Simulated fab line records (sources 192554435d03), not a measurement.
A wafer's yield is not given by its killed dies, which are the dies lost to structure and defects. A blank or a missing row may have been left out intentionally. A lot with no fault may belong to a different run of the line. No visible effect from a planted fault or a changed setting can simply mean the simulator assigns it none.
Matching of chambers	flow n5 finfet	N5_FIN_CUT_CUT_ETCH_28 on rie si-05: 4 sister chambers
The step etches Si in HBr/Cl2/O2, target depth 6 nm, time 2.4 s. 4 wafers are shown with their chamber, then 8 later ones without.

## WAFERS PAIRED WITH THEIR CHAMBERS
wafer	chamber	drypump motor current A (A)
L087.5	2	5.7
L092.3	1	5.5
L092.6	3	6.3
L093.3	0	6.5

## WAFERS WITH NO CHAMBER GIVEN
wafer	drypump motor current A (A)
L093.5	6.3
L093.6	5.7
L094.2	6.3
L094.3	5.5
L094.6	5.5
L097.3	6.3
L097.5	6.2
L097.6	6.5

## CHAMBER TAKEN BY EACH
wafer	from the rows above	in truth
L093.5	3	3
L093.6	2	2
L094.2	3	3
L094.3	1	1
L094.6	1	1
L097.3	3	3
L097.5	3	3
L097.6	0	0
8 of 8 placed correctly. From these rows, 0 cannot be placed. Wrongly placed: 0.
How it was worked out, from the rows above alone: a wafer's distance from a chamber is the root of the sum, over the readings, of the square of ((its reading less the chamber's mean) divided by the reading's scatter). If the next closest chamber is less than 2 further off than the closest, the wafer can't be placed; otherwise it belongs to the closest. A chamber's mean is the mean of its shown wafers. The scatter: with one shown wafer a chamber, the root of the mean of the squares of how far each hidden wafer lies from its nearest shown one.
